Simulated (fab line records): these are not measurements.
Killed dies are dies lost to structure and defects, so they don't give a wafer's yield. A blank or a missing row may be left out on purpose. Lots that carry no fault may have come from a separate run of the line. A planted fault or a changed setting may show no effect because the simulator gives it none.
Problem report, 8D (eight disciplines) form, completed by code -- flow n5-finfet -- the parts of the form that need people (team, actions taken, sign-off) are left out

1. PROBLEM STATEMENT
raw-defect-count at N5_FIN_SAQP_INSPECT_40 reads a mean of 654 on 1 wafer of 1 lot; wafers without a fault read 234 with a standard deviation of 64. Measured from the usual mean, that is +6.6 standard deviations.
The step: inspects for defects (brightfield).
Earliest sighting: wafer L330.2 on defect-inspect-01 at day 5 19:49. At this step, 24 wafers from 8 lots have a number in the record. By rule, "out" or "out of limits" means more than 4 standard deviations away from the usual mean. All remaining wafers that have a number are taken as sound.

2. WHAT IT IS, AND WHAT IT ISN'T
question,is,is not
which readings at this step,raw-defect-count,-
which lots,L330,"L316, L320, L323, L327, L333, L337, L338"
which wafers of those lots,L330.2,"L330.4, L330.6"
read on which gauges,defect-inspect-01,defect-inspect-02
when,from day 5 19:49,"up to then (14 sound wafers); but 9 sound wafers of L333, L337, L338 came after"

3. SUSPECTS, AND WHAT RULES EACH OUT
Counting: any tool at a process step up to the reading remains a suspect provided it ran every lot that is out. Sound lots after the first of them don't rule it out here, since some wafers of a struck lot are sound.
- the gauge at N5_FIN_SAQP_INSPECT_40 is ruled out. All the wafers that are out were read on defect-inspect-01, but those of them that N5_FIN_CUT_INSPECT_10 has rows for are out there too, on other tools.
- wet-bench-06 at N5_FIN_SAQP_PRECLEAN_42 (cleans in O3/DIW, time 60 s): kept. L330, the lot that is out, went through it at day 5 14:24; up to then, the latest sound lot through it was L327 at day 4 20:14.
- rie-diel-01 at N5_FIN_SAQP_ETCH_69 (etches SOC in N2/H2, stops on SiNx, target depth 150 nm): kept. L330, the lot that is out, went through it at day 5 18:25; up to then, the latest sound lot through it was L327 at day 5 00:52.
- rie-diel-04 at N5_FIN_SAQP_STRIP_77 (strips in N2/H2, time 90 s): kept. L330, the lot that is out, went through it at day 5 19:23; up to then, the latest sound lot through it was L327 at day 5 02:49.
- rie-si-04 at N5_FIN_SAQP_ETCH_64 (etches SiO2 in CF4, target depth 1.5 nm): kept. It ran the lot that is out, L330 (day 5 19:33).
- wet-bench-06, N5_FIN_SAQP_PRECLEAN_42: wafers that are out in chamber 3, sound lot-mates in chambers 1, 7.
- rie-diel-01, N5_FIN_SAQP_ETCH_69: wafers that are out in chamber 0, sound lot-mates in chambers 1, 2.
- rie-si-04, N5_FIN_SAQP_ETCH_64: wafers that are out in chamber 0, sound lot-mates in chambers 1, 2.
Left after counting: wet-bench-06 at N5_FIN_SAQP_PRECLEAN_42, rie-diel-01 at N5_FIN_SAQP_ETCH_69, rie-diel-04 at N5_FIN_SAQP_STRIP_77, rie-si-04 at N5_FIN_SAQP_ETCH_64.

4. THE CAUSE (what the simulator had put in)
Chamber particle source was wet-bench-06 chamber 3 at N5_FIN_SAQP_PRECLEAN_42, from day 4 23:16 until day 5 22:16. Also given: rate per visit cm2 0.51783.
After counting, 4 suspects remain, this tool included.

5. THE EFFECT CHAIN, in route order
Each row: a reading whose mean over the struck wafers that have a number lies more than 3 standard deviations from the usual. Only readings for which the record gives a usual standard deviation are gone through. hours: the time from each lot's start at the first step in this table that gives one to its start at this step, as a median over the lots. sigmas: the change in usual standard deviations.
hours,step,reading,usual,on struck wafers,change,sigmas
0,N5_FIN_SAQP_INSPECT_40,raw-defect-count,234,654,+420,+6.6
1,N5_FIN_CUT_INSPECT_10,raw-defect-count,43,389,+346,+29
1,N5_FIN_CUT_INSPECT_17,raw-defect-count,235,664,+429,+6.9
307,N5_PASSIVATION_PROBE_49,defect-limited-yield,91.4 %,85.3,-6.1,-4.4
307,N5_PASSIVATION_PROBE_49,killed-at-front-end,38,116,+78,+7.1
307,N5_PASSIVATION_PROBE_49,killed-dies,102,174,+72,+4.2
307,N5_PASSIVATION_PROBE_49,killed-on-rim,14,32,+18,+4.6
307,N5_PASSIVATION_PROBE_49,sort_bin_5_function,5.1 %,9.0,+3.9,+3.9
307,N5_PASSIVATION_PROBE_49,sort-n-pass,1076,1006,-70,-3.7
307,N5_PASSIVATION_PROBE_49,sort-yield-pct,91.2 %,85.3,-5.9,-3.7
Here are the process steps it includes:
- N5_PASSIVATION_PROBE_49
Later steps that measure or inspect, where all struck wafers having a row at the step show a number for every such reading and not one has moved that far: N5_BEOL_M4_RC_MEAS_101.

6. HOW IT WOULD HAVE BEEN CAUGHT EARLIER
Counted from the fault's start at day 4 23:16, it took 21 hours until the first out-of-limits reading at a measuring or inspecting step in this record, taken at day 5 19:49.
No tool reading at N5_FIN_SAQP_PRECLEAN_42 that has a usual standard deviation in the record was out on any struck wafer, so an alarm limit of 4 standard deviations on those readings would not have fired.
All the lots that are out (1) had begun N5_FIN_SAQP_PRECLEAN_42 on wet-bench-06 by day 5 19:49. None of them would have been spared by holding the tool at that moment.
